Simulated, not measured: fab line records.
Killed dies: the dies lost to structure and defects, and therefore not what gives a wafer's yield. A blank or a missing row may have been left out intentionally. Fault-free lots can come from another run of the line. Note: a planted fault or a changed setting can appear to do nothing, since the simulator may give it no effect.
Matching of chambers -- flow nand-harc -- NHARC_A_STAIRCASE_CMP_450 on cmp-04 has 4 sister chambers
The step polishes SiO2, target thk 200 nm. 18 wafers are shown with their chamber, then 9 later ones without.

== WAFERS WITH THEIR CHAMBER ==
wafer,chamber,motor-current-A (A),edge-zone-pressure-frac
L079.2,2,11.3,0.996
L079.4,0,9.7,1.000
L079.6,3,13.0,1.001
L085.1,3,12.3,0.990
L085.2,2,11.6,1.003
L085.6,0,9.9,1.006
L084.3,2,12.1,0.993
L084.4,0,9.6,1.007
L084.5,0,9.9,0.997
L086.2,3,12.7,0.997
L086.3,1,15.6,1.002
L086.5,1,16.2,1.000
L088.1,1,15.3,1.003
L088.4,2,12.3,0.998
L088.5,0,9.7,0.991
L087.3,3,13.0,0.989
L087.5,0,10.2,0.995
L087.6,1,16.8,1.010

SIGNATURES, as means of the wafers listed above
reading,chamber 0,chamber 1,chamber 2,chamber 3,scatter within a chamber
motor-current-A,9.833,15.975,11.825,12.750,0.424
edge-zone-pressure-frac,0.99933,1.00375,0.99750,0.99425,0.00538
Rule: distance of a wafer from a chamber = root of the sum over the readings of ((wafer's reading minus chamber's mean) / reading's scatter) squared. The wafer belongs to the nearest chamber; if the next one is less than 2 further off, it can't be placed. The scatter: the root of (the sum of the squares of (reading less its chamber's mean) over the shown wafers, divided by (wafers less chambers)).

== WAFERS WHOSE CHAMBER IS MISSING ==
wafer,motor-current-A (A),edge-zone-pressure-frac
L090.2,13.0,0.994
L090.3,11.9,0.999
L090.6,12.5,1.003
L091.2,9.6,1.006
L091.4,16.6,0.998
L091.5,15.6,1.000
L097.3,11.6,0.998
L097.5,12.5,1.006
L097.6,13.1,1.000

== THE CHAMBER EACH PASSED THROUGH ==
wafer,from the rows above,in truth
L090.2,3,3
L090.3,can't be placed: 2 or 3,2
L090.6,can't be placed: 3 or 2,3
L091.2,0,0
L091.4,1,1
L091.5,1,1
L097.3,2,2
L097.5,can't be placed: 2 or 3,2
L097.6,can't be placed: 3 or 2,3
Correctly placed: 5 of 9. Unplaceable from these rows: 4, with the true chamber sitting among the candidates in 4. Wrongly placed: 0.
